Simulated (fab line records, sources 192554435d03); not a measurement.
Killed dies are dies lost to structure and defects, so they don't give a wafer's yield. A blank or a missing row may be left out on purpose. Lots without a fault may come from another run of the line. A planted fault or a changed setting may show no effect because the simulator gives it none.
Chamber matching | flow n5_finfet | N5_BEOL_M4_DEP_57 on pecvd-01: 3 sister chambers
The step deposits SiCN from 3MS/NH3, target thk 8 nm, time 14 s. 3 wafers are shown with their chamber, then 11 later ones without.

WAFERS WITH THEIR CHAMBER
wafer  | chamber | throttle_valve_pct (%)
L089.1 | 0       | 10.1
L089.5 | 1       | 8.7
L088.1 | 2       | 8.9

WAFERS WITHOUT THEIR CHAMBER
wafer  | throttle_valve_pct (%)
L088.4 | 8.7
L088.6 | 10.0
L090.1 | 9.0
L090.3 | 9.9
L090.4 | 8.9
L094.1 | 9.7
L094.5 | 8.8
L094.6 | 8.9
L095.3 | 8.8
L095.4 | 10.3
L095.6 | 9.7

WHICH CHAMBER EACH WENT THROUGH
wafer  | from the rows above     | in truth
L088.4 | can't be placed: 1 or 2 | 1
L088.6 | 0                       | 0
L090.1 | can't be placed: 2 or 1 | 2
L090.3 | 0                       | 0
L090.4 | can't be placed: 2 or 1 | 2
L094.1 | can't be placed: 0 or 2 | 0
L094.5 | can't be placed: 2 or 1 | 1
L094.6 | can't be placed: 2 or 1 | 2
L095.3 | can't be placed: 2 or 1 | 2
L095.4 | 0                       | 0
L095.6 | can't be placed: 0 or 2 | 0
Placed correctly: 3 of 11. Can't be placed from these rows: 8 (the true chamber is among the candidates in 8). Placed wrongly: 0.
How it was worked out, from the rows above alone: a wafer's distance from a chamber is the root of the sum, over the readings, of the square of ((its reading less the chamber's mean) divided by the reading's scatter). The wafer belongs to the nearest chamber; if the next one is less than 2 further off, it can't be placed. A chamber's mean is the mean of its shown wafers. The scatter: with one shown wafer a chamber, the root of the mean of the squares of how far each hidden wafer lies from its nearest shown one.
